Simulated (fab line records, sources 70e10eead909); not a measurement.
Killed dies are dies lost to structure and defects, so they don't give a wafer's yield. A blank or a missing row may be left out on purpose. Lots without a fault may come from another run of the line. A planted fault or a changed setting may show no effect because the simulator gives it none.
Which tool did it? | flow nand_harc | 12 lots, 36 wafers sampled, at 5 steps of a route of 1302

WHAT THE GAUGES READ, wafer by wafer
NHARC_A_CONTACT_CD_MEAS_42: target cd 300 nm.
lot  | measured     | on        | cd_nm (nm)
L947 | day 21 22:52 | cd_sem-01 | 300.1 299.5 299.7
L950 | day 22 13:41 | cd_sem-01 | 300.0 300.6 300.1
L951 | day 23 01:02 | cd_sem-03 | 300.4 300.2 300.5
L952 | day 23 22:44 | cd_sem-03 | 299.5 299.6 300.0
L957 | day 26 01:16 | cd_sem-02 | 301.0 300.8 300.5
L959 | day 27 05:23 | cd_sem-03 | 299.8 300.4 299.7
L960 | day 27 07:20 | cd_sem-03 | 300.0 299.0 300.7
L963 | day 27 19:17 | cd_sem-01 | 300.4 300.6 300.8
L961 | day 27 23:26 | cd_sem-03 | 299.4 300.0 300.1
L967 | day 30 02:19 | cd_sem-01 | 300.6 300.1 300.5
L969 | day 31 01:33 | cd_sem-03 | 300.0 299.7 300.4
L968 | day 31 13:39 | cd_sem-01 | 300.2 300.1 300.5

NHARC_END_SORT_01.
lot  | measured     | on        | killed_at_array | killed_at_other | killed_at_periphery | killed_dies | killed_open | killed_short
L957 | day 29 02:22 | prober-01 | 47 663 49       | 1 1 2           | 3 2 0               | 51 666 51   | 6 3 4       | 1 4 3
L959 | day 30 04:50 | prober-02 | 675 88 68       | 1 0 1           | 0 2 3               | 676 90 72   | 1 5 2       | 1 1 3
L960 | day 30 12:36 | prober-02 | 666 668 48      | 1 0 0           | 9 8 10              | 676 676 58  | 3 4 5       | 2 3 4
L963 | day 30 15:19 | prober-01 | 96 101 98       | 1 0 1           | 5 4 3               | 102 105 102 | 6 2 2       | 2 0 0

WHICH TOOL RAN EACH LOT (tool, then ch and the chambers of the sampled wafers, then the start)
lot  | NHARC_A_CONTACT_ETCH_51            | NHARC_A_CONTACT_ETCH_112             | NHARC_A_CONTACT_ETCH_119
L947 | rie_diel-11 ch 0,1,3, day 21 23:40 | har_cap_etch-03 ch 0,1, day 22 01:05 | har_cap_etch-03 ch 0,1, day 22 02:16
L950 | rie_diel-07 ch 0,2,3, day 22 14:40 | har_cap_etch-01 ch 0,1, day 22 15:57 | har_cap_etch-01 ch 0,1, day 22 17:08
L951 | rie_diel-11 ch 1,2, day 23 01:50   | har_cap_etch-03 ch 0,1, day 23 03:18 | har_cap_etch-03 ch 0,1, day 23 04:29
L952 | rie_diel-07 ch 0,2, day 23 23:37   | har_cap_etch-01 ch 0,1, day 24 01:01 | har_cap_etch-01 ch 0,1, day 24 02:12
L957 | rie_diel-07 ch 0,1,3, day 26 02:04 | har_cap_etch-02 ch 1, day 26 03:31   | har_cap_etch-02 ch 1, day 26 04:42
L959 | rie_diel-07 ch 0,2, day 27 06:18   | har_cap_etch-03 ch 0,1, day 27 07:38 | har_cap_etch-03 ch 0,1, day 27 08:50
L960 | rie_diel-07 ch 0,3, day 27 08:10   | har_cap_etch-01 ch 0,1, day 27 09:37 | har_cap_etch-01 ch 0,1, day 27 10:49
L963 | rie_diel-04 ch 1,2,3, day 27 20:05 | har_cap_etch-02 ch 0,1, day 27 21:30 | har_cap_etch-02 ch 0,1, day 27 22:41
L961 | rie_diel-11 ch 0,2, day 28 00:21   | har_cap_etch-01 ch 0,1, day 28 01:41 | har_cap_etch-01 ch 0,1, day 28 02:53
L967 | rie_diel-11 ch 2,3, day 30 03:14   | har_cap_etch-02 ch 0,1, day 30 04:34 | har_cap_etch-02 ch 0,1, day 30 05:46
L969 | rie_diel-11 ch 1,2, day 31 02:22   | har_cap_etch-01 ch 0,1, day 31 03:46 | har_cap_etch-01 ch 0,1, day 31 04:58
L968 | rie_diel-07 ch 1,2,3, day 31 14:37 | har_cap_etch-01 ch 0,1, day 31 16:01 | har_cap_etch-01 ch 0,1, day 31 17:13
- NHARC_A_CONTACT_ETCH_51: etches the open film in O2/COS, target depth 7000 nm, time 1820 s.
- NHARC_A_CONTACT_ETCH_112: etches the open film in C4F8/O2/Ar, time 190 s, target depth 1850 nm.
- NHARC_A_CONTACT_ETCH_119: etches the open film in C4F8/O2/Ar, time 190 s, target depth 1850 nm.

WHAT THE TOOLS THEMSELVES READ (means of the sampled wafers that have a number; where no wafer has one, the mark that the record gives instead)
NHARC_A_CONTACT_ETCH_51.
lot  | tool        | bias_w (W) | drypump_motor_current_A (A) | oes_product_au (a.u.) | rf_fwd_power_W (W) | rf_vpp_V (V) | showerhead_plenum_p_Torr (Torr) | throttle_valve_pct (%)
L947 | rie_diel-11 | 300.5      | 6.0                         | 0.991                 | 500.4              | 315.1        | 3.22                            | 28.331
L950 | rie_diel-07 | 300.1      | 6.2                         | 1.008                 | 499.2              | 316.6        | 3.27                            | 28.334
L951 | rie_diel-11 | 299.8      | 5.6                         | 0.996                 | 500.3              | 312.0        | 3.00                            | 28.332
L952 | rie_diel-07 | 300.3      | 6.2                         | 1.004                 | 498.8              | 316.5        | 3.28                            | 28.331
L957 | rie_diel-07 | 300.4      | 6.1                         | 0.944                 | 500.5              | 315.9        | 3.22                            | 28.329
L959 | rie_diel-07 | 300.3      | 6.1                         | 0.947                 | 499.7              | 317.0        | 3.31                            | 28.334
L960 | rie_diel-07 | 299.2      | 6.3                         | 0.893                 | 500.4              | 316.0        | 3.20                            | 28.320
L963 | rie_diel-04 | 299.7      | 5.8                         | 1.002                 | 498.7              | 315.0        | 3.15                            | 28.332
L961 | rie_diel-11 | 299.6      | 6.1                         | 0.996                 | 501.9              | 315.1        | 3.16                            | 28.330
L967 | rie_diel-11 | 299.5      | 5.7                         | 1.004                 | 500.6              | 316.9        | 3.34                            | 28.332
L969 | rie_diel-11 | 298.8      | 5.6                         | 0.991                 | 501.1              | 317.0        | 3.29                            | 28.329
L968 | rie_diel-07 | 300.8      | 6.1                         | 0.994                 | 500.1              | 315.6        | 3.25                            | 28.327

NHARC_A_CONTACT_ETCH_112.
lot  | tool            | oes_air_line_au (a.u.)
L947 | har_cap_etch-03 | 1.008
L950 | har_cap_etch-01 | 1.008
L951 | har_cap_etch-03 | 1.001
L952 | har_cap_etch-01 | 1.002
L957 | har_cap_etch-02 | 0.983
L959 | har_cap_etch-03 | 0.999
L960 | har_cap_etch-01 | 0.988
L963 | har_cap_etch-02 | 0.997
L961 | har_cap_etch-01 | 1.001
L967 | har_cap_etch-02 | 0.991
L969 | har_cap_etch-01 | 0.973
L968 | har_cap_etch-01 | 1.000

NHARC_A_CONTACT_ETCH_119.
lot  | tool            | oes_air_line_au (a.u.)
L947 | har_cap_etch-03 | 1.020
L950 | har_cap_etch-01 | 0.996
L951 | har_cap_etch-03 | 1.003
L952 | har_cap_etch-01 | 0.995
L957 | har_cap_etch-02 | 0.990
L959 | har_cap_etch-03 | 0.980
L960 | har_cap_etch-01 | 1.009
L963 | har_cap_etch-02 | 0.977
L961 | har_cap_etch-01 | 1.001
L967 | har_cap_etch-02 | 0.984
L969 | har_cap_etch-01 | 0.985
L968 | har_cap_etch-01 | 1.001

THE ANSWER, worked out from the rows above alone
Rule: what is usual is taken from the lots themselves. Put in order of their means at a reading, lots are off if they are a third of the lots or fewer, leave a main group of 4 or more, and stand apart from it by a gap of 3 or more times the standard deviation of the main group's means; of several such gaps the widest counts. A main group whose means are all the same, to the digits that the tables above print for the reading, isn't used. A lot without any number at a reading at which 4 lots or more have one is off too. The other lots that the step has rows for count as sound. The gauges are gone through in route order, then the tools' own readings, and for those a lot's mean is taken as printed above. The first step at which some lot is off is used, and at that step the reading that is off furthest; a lot without a number counts as furthest.
Off: L957, L959, L960, at NHARC_A_CONTACT_ETCH_51 (oes_product_au). The main group: mean 0.998 a.u., standard deviation 0.0059.
A tool fits if, at that step or a process step before it, it ran every lot that is off, and no sound lot after the first of them. None of those tried fits.

WHAT THE SIMULATOR HAD PUT IN
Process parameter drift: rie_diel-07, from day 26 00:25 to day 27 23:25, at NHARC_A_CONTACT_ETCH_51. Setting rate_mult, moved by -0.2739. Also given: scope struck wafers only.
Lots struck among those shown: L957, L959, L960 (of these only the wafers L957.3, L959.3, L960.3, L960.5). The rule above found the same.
